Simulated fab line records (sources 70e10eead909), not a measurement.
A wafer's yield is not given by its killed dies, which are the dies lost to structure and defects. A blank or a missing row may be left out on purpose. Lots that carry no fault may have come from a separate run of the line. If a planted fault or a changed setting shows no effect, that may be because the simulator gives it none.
Which tool did it?	flow nand_harc	13 lots, 39 wafers sampled, at 5 steps of a route of 1159

== WHAT EACH GAUGE READ, for each wafer ==
NHARC_END_SORT_01.
lot	measured	on	killed_at_array	killed_at_other	killed_at_periphery	killed_dies	killed_open	killed_short
L215	day 22 16:40	prober-02	671 674 668	1 2 4	5 1 5	677 677 677	4 1 2	1 1 3
L216	day 22 21:49	prober-01	673 667 672	0 0 1	4 10 4	677 677 677	2 4 3	3 3 1
L220	day 23 20:22	prober-02	26 27 27	0 0 0	1 0 2	27 27 29	2 4 3	1 1 0
L217	day 23 20:25	prober-01	673 675 674	0 0 1	4 2 2	677 677 677	6 4 2	2 1 4
L221	day 24 04:55	prober-02	31 31	1 0	3 1	35 32	2 4	0 3
L223	day 24 21:21	prober-02	29 42 44	0 0 0	0 4 4	29 46 48	0 3 4	1 1 3
L222	day 24 11:56	prober-02	12 16	0 0	1 4	13 20	1 2	2 3

== WHAT TOOL EACH LOT RAN ON (gives the tool, then ch and the chambers of the sampled wafers, and finally the start) ==
lot	NHARC_A_CONTACT_DEP_28	NHARC_A_CONTACT_DESCUM_47	NHARC_A_CONTACT_ETCH_112	NHARC_A_CONTACT_ETCH_120
L206	acl_dep-01 ch 0, day 16 05:39	rie_diel-09 ch 1,2, day 16 08:46	har_cap_etch-01 ch 0,1, day 16 10:13	har_cap_etch-01 ch 0,1, day 16 10:57
L210	acl_dep-01 ch 0, day 17 13:32	rie_diel-09 ch 2,3, day 17 15:56	har_cap_etch-01 ch 0,1, day 17 17:32	har_cap_etch-01 ch 0,1, day 17 18:16
L215	acl_dep-01 ch 0, day 19 04:33	rie_diel-03 ch 0,1,2, day 19 07:52	har_cap_etch-01 ch 0,1, day 19 10:50	har_cap_etch-01 ch 0,1, day 19 11:34
L216	acl_dep-01 ch 0, day 19 17:13	rie_diel-09 ch 1,2,3, day 19 20:37	har_cap_etch-03 ch 0,1, day 19 22:10	har_cap_etch-03 ch 0,1, day 19 23:08
L220	acl_dep-03 ch 0, day 20 03:46	rie_diel-03 ch 0,2,3, day 20 06:56	har_cap_etch-02 ch 0,1, day 20 08:27	har_cap_etch-02 ch 0,1, day 20 09:11
L217	acl_dep-01 ch 0, day 20 04:59	rie_diel-09 ch 0,2,3, day 20 08:09	har_cap_etch-01 ch 0,1, day 20 09:58	har_cap_etch-01 ch 0,1, day 20 10:41
L219	acl_dep-03 ch 0, day 20 06:05	rie_diel-02 ch 0,1,3, day 20 09:14	har_cap_etch-03 ch 0,1, day 20 10:48	har_cap_etch-03 ch 0,1, day 20 11:46
L221	acl_dep-03 ch 0, day 20 11:07	rie_diel-03 ch 0,1,3, day 20 13:59	har_cap_etch-01 ch 0,1, day 20 15:31	har_cap_etch-01 ch 0,1, day 20 16:14
L223	acl_dep-03 ch 0, day 21 01:12	rie_diel-02 ch 0,3, day 21 03:36	har_cap_etch-03 ch 0,1, day 21 05:39	har_cap_etch-03 ch 0,1, day 21 06:37
L224	acl_dep-03 ch 0, day 21 05:13	rie_diel-09 ch 0,3, day 21 08:22	har_cap_etch-02 ch 0,1, day 21 09:50	har_cap_etch-02 ch 0,1, day 21 10:34
L222	acl_dep-02 ch 0, day 21 06:26	rie_diel-02 ch 0,2,3, day 21 09:32	har_cap_etch-03 ch 0,1, day 21 11:05	har_cap_etch-03 ch 0,1, day 21 11:48
L225	acl_dep-01 ch 0, day 21 11:10	rie_diel-09 ch 0,3, day 21 13:28	har_cap_etch-02 ch 0,1, day 21 14:58	har_cap_etch-02 ch 0,1, day 21 15:41
L227	acl_dep-01 ch 0, day 22 09:58	rie_diel-03 ch 0,1,2, day 22 13:14	har_cap_etch-02 ch 0,1, day 22 14:44	har_cap_etch-02 ch 0,1, day 22 15:28
- NHARC_A_CONTACT_DEP_28: deposits aC, target thk 3600 nm.
- NHARC_A_CONTACT_DESCUM_47: chemistry O2, time 3 s.
- NHARC_A_CONTACT_ETCH_112: etches the open film in C4F8/O2/Ar, time 94 s, target depth 922 nm.
- NHARC_A_CONTACT_ETCH_120: etches the open film in C4F8/O2/Ar, time 94 s, target depth 922 nm.

== AS READ BY THE TOOLS THEMSELVES (means over the sampled wafers that have a number; for cases with no such wafer, the mark the record gives instead) ==
NHARC_A_CONTACT_DEP_28.
lot	tool	throttle_valve_pct (%)
L206	acl_dep-01	34.998
L210	acl_dep-01	35.003
L215	acl_dep-01	35.000
L216	acl_dep-01	34.997
L220	acl_dep-03	34.993
L217	acl_dep-01	34.993
L219	acl_dep-03	34.998
L221	acl_dep-03	35.010
L223	acl_dep-03	34.996
L224	acl_dep-03	35.008
L222	acl_dep-02	35.000
L225	acl_dep-01	34.999
L227	acl_dep-01	35.003

NHARC_A_CONTACT_DESCUM_47.
lot	tool	drypump_motor_current_A (A)	oes_product_au (a.u.)	rf_vpp_V (V)	showerhead_plenum_p_Torr (Torr)	throttle_valve_pct (%)
L206	rie_diel-09	5.81	0.994	57.0	1.78	11.315
L210	rie_diel-09	6.05	0.993	58.4	1.82	11.320
L215	rie_diel-03	5.80	1.002	58.7	1.92	11.307
L216	rie_diel-09	5.86	0.999	57.8	1.94	11.305
L220	rie_diel-03	5.82	1.001	56.4	1.89	11.305
L217	rie_diel-09	5.96	0.995	57.9	1.94	11.306
L219	rie_diel-02	5.95	1.002	57.7	1.99	11.296
L221	rie_diel-03	5.74	0.998	57.6	1.87	11.320
L223	rie_diel-02	6.34	0.997	57.9	1.91	11.305
L224	rie_diel-09	5.98	1.004	58.4	1.89	11.314
L222	rie_diel-02	6.12	0.997	57.9	1.91	11.313
L225	rie_diel-09	5.88	1.001	57.1	1.85	11.309
L227	rie_diel-03	5.79	1.002	57.4	1.92	11.310

NHARC_A_CONTACT_ETCH_112.
lot	tool	chamber_pressure_mTorr (mTorr)	oes_air_line_au (a.u.)
L206	har_cap_etch-01	20.005	1.008
L210	har_cap_etch-01	19.990	0.993
L215	har_cap_etch-01	-	-
L216	har_cap_etch-03	-	-
L220	har_cap_etch-02	19.995	1.007
L217	har_cap_etch-01	-	-
L219	har_cap_etch-03	19.995	1.008
L221	har_cap_etch-01	19.989	0.993
L223	har_cap_etch-03	20.001	0.998
L224	har_cap_etch-02	19.982	0.995
L222	har_cap_etch-03	19.999	1.003
L225	har_cap_etch-02	20.001	1.012
L227	har_cap_etch-02	20.020	1.013

NHARC_A_CONTACT_ETCH_120.
lot	tool	chamber_pressure_mTorr (mTorr)	oes_air_line_au (a.u.)
L206	har_cap_etch-01	20.004	1.020
L210	har_cap_etch-01	20.007	0.984
L215	har_cap_etch-01	19.993	0.998
L216	har_cap_etch-03	20.002	0.988
L220	har_cap_etch-02	20.009	0.991
L217	har_cap_etch-01	19.993	0.982
L219	har_cap_etch-03	19.995	0.979
L221	har_cap_etch-01	19.999	0.995
L223	har_cap_etch-03	19.999	0.994
L224	har_cap_etch-02	20.003	1.013
L222	har_cap_etch-03	20.014	0.996
L225	har_cap_etch-02	20.007	1.011
L227	har_cap_etch-02	19.998	0.995

== THE ANSWER, worked out from the rows above alone ==
Rule: the usual values come from the lots themselves. The widest of any qualifying gaps counts: lots, ordered by their means at a reading, are off when they make up no more than a third of the lots, leave a main group of 4 or more, and stand apart from it by 3 or more times the standard deviation of that group's means. Not used: any main group whose means are identical at the precision the tables above print for the reading. A lot without any number at a reading at which 4 lots or more have one is off too. Any other lot the step has rows for is counted as sound. The gauges are gone through in route order, then the tools' own readings, and for those a lot's mean is taken as printed above. At the first step where some lot is off, the reading lying furthest off is the one used; lots without a number count as furthest.
Off: L215, L216, L217, at NHARC_A_CONTACT_ETCH_112 (chamber_pressure_mTorr). Without a number there: L215, L216, L217. Main group: mean 19.998 mTorr, sd 0.0098.
If a tool, at that step or one of the process steps before it, ran each lot that is off and ran no sound lot following the first of them, it fits. Not one of the candidates tried fits.

== WHAT HAD BEEN PUT IN BY THE SIMULATOR ==
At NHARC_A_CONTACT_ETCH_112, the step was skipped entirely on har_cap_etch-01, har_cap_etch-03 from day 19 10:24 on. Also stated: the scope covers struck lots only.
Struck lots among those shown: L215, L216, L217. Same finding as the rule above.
